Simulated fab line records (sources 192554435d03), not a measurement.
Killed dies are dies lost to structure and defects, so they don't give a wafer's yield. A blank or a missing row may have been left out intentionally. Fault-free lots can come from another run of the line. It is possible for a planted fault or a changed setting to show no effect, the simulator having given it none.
A lot that was struck, set against a sound lot | flow n5-finfet | 18 steps out of a route of 1938
Sound: wafers L523.2, L523.3, L523.5. The struck wafers were L535.2, L535.3, L535.4. At the end, the cause is stated.
For every step that has rows: the tool of each side, followed by ch and its chambers, followed by its first start. Under that, the readings that differ: sound wafers | struck wafers | difference of the means | sigmas: that difference in standard deviations of wafers without a fault.
alike: readings whose means differ by less than 2 such deviations, and words and numbers that are the same on both sides. not compared: withheld readings, readings that some wafer has no value for, bounds like >300 that may hide the same value, and numbers for which the record gives no deviation and whose values overlap.
A row with sigmas, a row that says differs or no value, or rows on one side alone: a step with any of these is where the two part. Numbers that don't overlap but have no deviation are shown without sigmas and don't part them. Lack of a reading on every wafer of one side parts them only where that side has two or more wafers.

N5_FIN_SAQP_THK_MEAS_05:
  struck on film-metro-01, day 6 15:35; sound on film-metro-02, day 3 15:56
  alike: thk-nm
N5_FIN_SAQP_PECVD_47: deposits a-Si from SiH4/He, target thk 45 nm, time 36.3 s.
  sound on pecvd-02 ch 1,2, day 3 15:58; struck on pecvd-02 ch 1,2, day 6 15:37
  alike: heater-power-w, rf-fwd-power-W, showerhead-plenum-p-Torr, throttle-valve-pct
N5_FIN_SAQP_PECVD_48: deposits SiNx from SiH4/NH3/N2, target thk 25 nm, time 22.1 s.
  sound on pecvd-02 ch 1,2, day 3 16:01; struck on pecvd-02 ch 1,2, day 6 15:40
  alike: heater-power-w, rf-fwd-power-W, showerhead-plenum-p-Torr, throttle-valve-pct
N5_FIN_SAQP_PECVD_06: deposits a-Si from SiH4/He, target thk 60 nm, time 48.1 s.
  sound on pecvd-02 ch 1,2, day 3 16:03; struck on pecvd-02 ch 1,2, day 6 15:42
  alike: heater-power-w, rf-fwd-power-W, showerhead-plenum-p-Torr, throttle-valve-pct
N5_FIN_SAQP_THK_MEAS_07:
  struck on film-metro-02, day 6 15:47; sound on film-metro-01, day 3 16:08
  alike: thk-nm
N5_FIN_SAQP_HM_DEP_72: deposits SiO2 from SiH4/N2O, target thk 12 nm, time 7.2 s.
  sound on pecvd-04 ch 0,1,2, day 3 16:11; struck on pecvd-01 ch 0,2, day 6 15:50
  alike: heater-power-w, rf-fwd-power-W, showerhead-plenum-p-Torr
then, 6 steps without rows for these wafers: N5_FIN_SAQP_COAT_49 (time 60 s, resist thk 100 nm); N5_FIN_SAQP_COAT_50 (time 60 s, resist thk 35 nm); N5_FIN_SAQP_COAT_10 (resist thk 90 nm); N5_FIN_SAQP_EBR_12; N5_FIN_SAQP_SOFTBAKE_11 (time 60 s); N5_FIN_SAQP_EXPOSE_13 (exposes mask FIN CORE, target cd 35.6 nm).
N5_FIN_SAQP_PEB_14: peb time 60 s.
  sound on litho-track-02 ch 0, day 3 16:34; struck on litho-track-04 ch 0, day 6 16:13
  alike: exhaust-pa
then, 1 step without rows for these wafers: N5_FIN_SAQP_DEVELOP_15 (develop time 30 s).
N5_FIN_SAQP_CD_MEAS_16: target cd 35.6 nm.
  sound on cd-sem-03 ch 0, day 3 16:38; struck on cd-sem-02 ch 0, day 6 16:17
  reading    | sound          | struck         | difference | sigmas
  cd-nm (nm) | 35.3 35.2 35.7 | 32.3 32.4 32.8 | -2.9       | -10
N5_FIN_SAQP_OVL_MEAS_17:
  sound on overlay-02 ch 0, day 3 16:41; struck on overlay-01 ch 0, day 6 16:19
  alike: FIN_CORE_OVL
-- here the record skips 6 days between the struck wafers' starts before and after, leaving off in module FIN_SAQP and picking up in module BEOL_M4 (first step shown: number 1111 of the route) --
N5_BEOL_M4_RC_MEAS_101:
  sound on prober-01 ch 0, day 9 12:53; struck on prober-01 ch 0, day 12 05:05
  reading       | sound          | struck         | difference | sigmas
  SS_N (mV/dec) | 71.0 71.0 70.9 | 72.3 72.1 72.2 | +1.2       | +2
  SS_P (mV/dec) | 72.3 72.1 73.3 | 75.1 73.4 73.7 | +1.5       | +2
  alike: DIBL_N, DIBL_P, IOFF_N, IOFF_P, ION_N, ION_P, VT_N, VT_P
-- here the record skips 4 days between the struck wafers' starts before and after, leaving off in module BEOL_M4 and picking up in module PASSIVATION (first step shown: number 1936 of the route) --
N5_PASSIVATION_PROBE_49:
  record: rows for the struck wafers here (prober-02, day 15 19:23), none for the sound ones

== WHERE THEY PART ==
At N5_FIN_SAQP_CD_MEAS_16 first; at N5_PASSIVATION_PROBE_49 last (within this record only).

WHY: whatever the simulator had introduced
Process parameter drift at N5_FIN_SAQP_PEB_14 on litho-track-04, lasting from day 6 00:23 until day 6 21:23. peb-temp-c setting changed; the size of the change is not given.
